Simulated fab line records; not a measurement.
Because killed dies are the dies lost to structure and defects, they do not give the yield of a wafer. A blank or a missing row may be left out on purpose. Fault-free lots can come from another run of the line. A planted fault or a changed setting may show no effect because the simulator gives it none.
Matching of chambers    flow n5-finfet    N5_BEOL_M10_ILD_DEP_00 on pecvd-02 has 3 sister chambers
The step deposits SiCOH lowk from DEMS/porogen, target thk 308.51 nm, time 58 s. 18 wafers are shown with their chamber, then 9 later ones without.

## WAFERS PAIRED WITH THEIR CHAMBERS
wafer   chamber  throttle-valve-pct (%)  showerhead-plenum-p-Torr (Torr)  heater-power-w (W)
L075.2  0        14.3                    5.734                            347
L075.4  1        14.2                    5.747                            365
L075.5  0        14.4                    5.715                            355
L084.3  0        14.1                    5.716                            354
L084.5  0        14.4                    5.732                            349
L084.6  2        13.1                    5.741                            334
L082.4  2        13.1                    5.733                            377
L082.5  1        14.2                    5.733                            321
L082.6  0        14.1                    5.735                            356
L086.4  0        14.2                    5.733                            376
L086.5  2        13.2                    5.748                            340
L086.6  1        14.2                    5.740                            362
L089.1  0        14.2                    5.731                            364
L089.4  0        14.1                    5.745                            369
L089.6  2        13.1                    5.750                            344
L091.1  0        14.0                    5.726                            308
L091.2  2        13.2                    5.731                            382
L091.3  1        14.1                    5.742                            398

SIGNATURES (means of the wafers above)
reading                   chamber 0  chamber 1  chamber 2  scatter within a chamber
throttle-valve-pct        14.200     14.175     13.140     0.109
showerhead-plenum-p-Torr  5.72967    5.74050    5.74060    0.0086
heater-power-w            353.11     361.50     355.40     23.1
Rule: a wafer lies at a distance from a chamber equal to the root of the sum of squares, over the readings, of (its reading less the chamber's mean, divided by the reading's scatter). If the next closest chamber is less than 2 further off than the closest, the wafer can't be placed; otherwise it belongs to the closest. The scatter is the square root of a quotient: the sum, over the shown wafers, of each reading's squared deviation from its chamber's mean, divided by wafers minus chambers.

## WAFERS WHOSE CHAMBER IS MISSING
wafer   throttle-valve-pct (%)  showerhead-plenum-p-Torr (Torr)  heater-power-w (W)
L092.4  14.1                    5.743                            362
L092.5  14.2                    5.721                            351
L092.6  13.5                    5.738                            298
L095.2  13.9                    5.733                            371
L095.4  13.3                    5.728                            317
L095.6  14.3                    5.719                            371
L097.1  14.1                    5.757                            344
L097.2  13.2                    5.743                            319
L097.5  13.9                    5.741                            365

## THE CHAMBER EACH PASSED THROUGH
wafer   from the rows above      in truth
L092.4  can't be placed: 1 or 0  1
L092.5  can't be placed: 0 or 1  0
L092.6  2                        2
L095.2  can't be placed: 1 or 0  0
L095.4  2                        2
L095.6  can't be placed: 0 or 1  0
L097.1  can't be placed: 1 or 0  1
L097.2  2                        2
L097.5  can't be placed: 1 or 0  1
3 of 9 placed correctly. From these rows, 6 cannot be placed; in 6 the true chamber is one of the candidates. 0 placed wrongly.
